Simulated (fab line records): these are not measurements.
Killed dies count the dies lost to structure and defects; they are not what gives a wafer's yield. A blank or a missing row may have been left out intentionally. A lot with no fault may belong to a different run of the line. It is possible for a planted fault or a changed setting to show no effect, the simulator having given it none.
Matching of chambers ; flow n5Finfet ; N5_SPACER0_ALD_00 on aldSin-01 has 4 sister chambers
The step deposits SiOCN, target thk 3.5 nm, pulse time 3 s, purge time 2 s. 4 wafers are shown with their chamber, then 8 later ones without.

EACH WAFER AND ITS CHAMBER
wafer;chamber;heaterPowerW (W)
L084.3;2;810
L088.3;1;714
L088.4;3;872
L089.3;0;901

WAFERS WITHOUT THEIR CHAMBER
wafer;heaterPowerW (W)
L089.5;921
L089.6;827
L090.2;913
L090.5;812
L090.6;688
L091.2;715
L091.5;891
L091.6;833

WHICH CHAMBER EACH WENT THROUGH
wafer;from the rows above;in truth
L089.5;can't be placed: 0 or 3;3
L089.6;can't be placed: 2 or 3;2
L090.2;can't be placed: 0 or 3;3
L090.5;2;2
L090.6;1;1
L091.2;1;1
L091.5;can't be placed: 0 or 3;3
L091.6;can't be placed: 2 or 3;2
3 of 8 placed correctly. These rows do not allow placing 5 (true chamber among the candidates in 5). Number placed wrongly: 0.
How it was worked out, from the rows above alone: a wafer's distance from a chamber is the root of the sum, over the readings, of the square of ((its reading less the chamber's mean) divided by the reading's scatter). If the next closest chamber is less than 2 further off than the closest, the wafer can't be placed; otherwise it belongs to the closest. A chamber's mean is the mean of its shown wafers. The scatter (one wafer shown for each chamber): square how far every hidden wafer sits from the nearest shown wafer, average those squares and take the square root.
